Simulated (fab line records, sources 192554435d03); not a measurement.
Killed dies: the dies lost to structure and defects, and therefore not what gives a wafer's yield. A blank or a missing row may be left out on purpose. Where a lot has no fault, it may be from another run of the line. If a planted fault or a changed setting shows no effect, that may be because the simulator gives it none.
The tool behind it: which one? :: flow n5_finfet :: 10 lots, 30 wafers sampled, at 1 step of a route of 1938

== WHAT THE GAUGES SHOWED, per wafer ==
N5_BEOL_M14_CD_MEAS_17: target cd 250 nm.
lot: L182
measured: day 10 14:10
on: cd_sem-02
cd_nm (nm): 251.6 250.2 250.6

lot: L184
measured: day 11 07:26
on: cd_sem-02
cd_nm (nm): 251.6 255.2 254.9

lot: L185
measured: day 11 15:19
on: cd_sem-02
cd_nm (nm): 247.2 249.0 250.7

lot: L189
measured: day 12 09:20
on: cd_sem-01
cd_nm (nm): 253.8 254.1 252.7

lot: L188
measured: day 12 16:27
on: cd_sem-03
cd_nm (nm): 252.0 252.2 252.0

lot: L190
measured: day 12 22:34
on: cd_sem-01
cd_nm (nm): 251.1 253.1 253.8

lot: L192
measured: day 13 14:34
on: cd_sem-03
cd_nm (nm): 250.1 250.7 249.0

lot: L193
measured: day 13 19:54
on: cd_sem-03
cd_nm (nm): 248.2 248.0 246.5

lot: L196
measured: day 14 15:37
on: cd_sem-03
cd_nm (nm): 251.9 253.8 252.6

lot: L202
measured: day 16 03:23
on: cd_sem-03
cd_nm (nm): 252.3 252.6 253.7

== EACH LOT AND THE TOOL THAT RAN IT (in order: tool; ch and the chambers of the sampled wafers; start) ==
The record holds no process step before these readings.

== THE ANSWER, worked out from the rows above alone ==
Rule: the lots themselves supply what counts as usual. Put in order of their means at a reading, lots are off if they are a third of the lots or fewer, leave a main group of 4 or more, and stand apart from it by a gap of 3 or more times the standard deviation of the main group's means; of several such gaps the widest counts. The tables above print the reading to a certain number of digits; a main group whose means all agree to those digits is not used. Also off: a lot with no number at a reading for which 4 or more lots have one. The other lots that the step has rows for count as sound.
Across all readings shown, no lot is off: no conclusion can be drawn from this.

== WHAT THE SIMULATOR HAD PUT IN ==
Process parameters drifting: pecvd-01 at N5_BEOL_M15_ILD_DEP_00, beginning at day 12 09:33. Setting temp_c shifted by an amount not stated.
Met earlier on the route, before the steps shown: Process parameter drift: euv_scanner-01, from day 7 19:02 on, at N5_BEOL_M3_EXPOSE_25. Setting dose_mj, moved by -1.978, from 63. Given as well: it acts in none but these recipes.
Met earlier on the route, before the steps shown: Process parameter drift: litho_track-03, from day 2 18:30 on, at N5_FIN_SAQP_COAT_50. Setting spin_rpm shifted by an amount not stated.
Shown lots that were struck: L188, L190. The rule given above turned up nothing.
